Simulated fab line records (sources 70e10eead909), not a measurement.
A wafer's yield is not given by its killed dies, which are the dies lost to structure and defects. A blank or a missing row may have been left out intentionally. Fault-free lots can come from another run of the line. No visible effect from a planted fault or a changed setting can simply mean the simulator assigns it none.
Which tool is to blame? ; flow nand harc ; 36 wafers from 12 lots sampled at 2 of the route's 1159 steps

## WHAT THE GAUGES SHOWED, per wafer
NHARC_P_ZERO_WELL_INSPECT_43.
lot;measured;on;raw defect count
L075;day 2 01:41;defect inspect-01;10 20 4
L077;day 2 13:36;defect inspect-01;15 17 8
L079;day 3 01:14;defect inspect-02;20 23 14
L081;day 3 13:35;defect inspect-01;3 9 10
L083;day 4 01:33;defect inspect-01;10 9 26
L085;day 4 13:44;defect inspect-01;20 11 31
L087;day 5 01:41;defect inspect-02;3 12 5
L089;day 5 13:43;defect inspect-02;5 6 9
L091;day 6 02:01;defect inspect-01;11 9 12
L093;day 6 13:46;defect inspect-02;21 26 12
L095;day 7 02:19;defect inspect-01;6 6 22
L097;day 7 14:00;defect inspect-02;12 6 13

## TOOL THAT RAN EACH LOT (tool first, then ch and the chambers of the sampled wafers, then the start)
lot;NHARC_P_ZERO_WELL_DESCUM_54
L075;rie diel-05 ch 0,1,2, day 2 00:02
L077;rie diel-01 ch 0,1, day 2 11:54
L079;rie diel-05 ch 0,2,3, day 2 23:37
L081;rie diel-05 ch 1,2,3, day 3 11:55
L083;rie diel-13 ch 2,3, day 3 23:53
L085;rie diel-05 ch 0,1,3, day 4 12:04
L087;rie diel-13 ch 0,1,2, day 4 23:55
L089;rie diel-05 ch 1,2,3, day 5 12:05
L091;rie diel-13 ch 2,3, day 6 00:13
L093;rie diel-01 ch 0,3, day 6 12:05
L095;rie diel-13 ch 0,1,2, day 7 00:35
L097;rie diel-05 ch 0,2,3, day 7 11:42
- NHARC_P_ZERO_WELL_DESCUM_54: chemistry O2, time 3 s.

## THE ANSWER, worked out from the rows above alone
Rule: usual is defined by the lots themselves. The widest of any qualifying gaps counts: lots, ordered by their means at a reading, are off when they make up no more than a third of the lots, leave a main group of 4 or more, and stand apart from it by 3 or more times the standard deviation of that group's means. A main group whose means are all the same, to the digits that the tables above print for the reading, isn't used. Also off: a lot with no number at a reading for which 4 or more lots have one. Any other lot the step has rows for is counted as sound.
None of the lots is off at any reading shown; this tells nothing.

## WHAT HAD BEEN PUT IN BY THE SIMULATOR
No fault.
